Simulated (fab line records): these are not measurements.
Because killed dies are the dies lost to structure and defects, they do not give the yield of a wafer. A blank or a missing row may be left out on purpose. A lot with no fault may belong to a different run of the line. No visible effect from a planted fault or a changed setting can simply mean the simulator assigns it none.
Chamber matching ; flow n5Finfet ; 4 sister chambers for N5_FIN_CUT_CUT_ETCH_28 on rieSi-06
The step etches Si in HBr/Cl2/O2, target depth 6 nm, time 2.4 s. 8 wafers are shown with their chamber, then 8 later ones without.

## WAFERS WITH THEIR CHAMBER
wafer;chamber;drypumpMotorCurrentA (A);throttleValvePct (%)
L079.1;1;6.0;37.50
L080.2;1;6.0;37.48
L080.3;3;5.4;37.45
L080.6;0;6.5;37.52
L091.3;2;5.1;36.99
L091.5;2;5.1;37.00
L091.6;0;6.4;37.47
L095.1;3;5.4;37.44

## WAFERS MISSING THEIR CHAMBER
wafer;drypumpMotorCurrentA (A);throttleValvePct (%)
L095.4;6.0;37.47
L095.5;5.4;37.44
L096.1;5.4;37.44
L096.2;6.0;37.48
L096.3;5.1;36.99
L096.4;6.0;37.47
L096.5;5.4;37.47
L096.6;5.1;37.00

## WHICH CHAMBER EACH ONE RAN IN
wafer;from the rows above;in truth
L095.4;1;1
L095.5;3;3
L096.1;3;3
L096.2;1;1
L096.3;2;2
L096.4;1;1
L096.5;3;3
L096.6;2;2
Placed correctly: 8 of 8. Can't be placed from these rows: 0. 0 placed wrongly.
How it was worked out, from the rows above alone: a wafer's distance from a chamber is the root of the sum, over the readings, of the square of ((its reading less the chamber's mean) divided by the reading's scatter). The wafer belongs to the nearest chamber; if the next one is less than 2 further off, it can't be placed. For every chamber, the mean is computed from those of its wafers that are shown. The scatter is the square root of a quotient: the sum, over the shown wafers, of each reading's squared deviation from its chamber's mean, divided by wafers minus chambers.
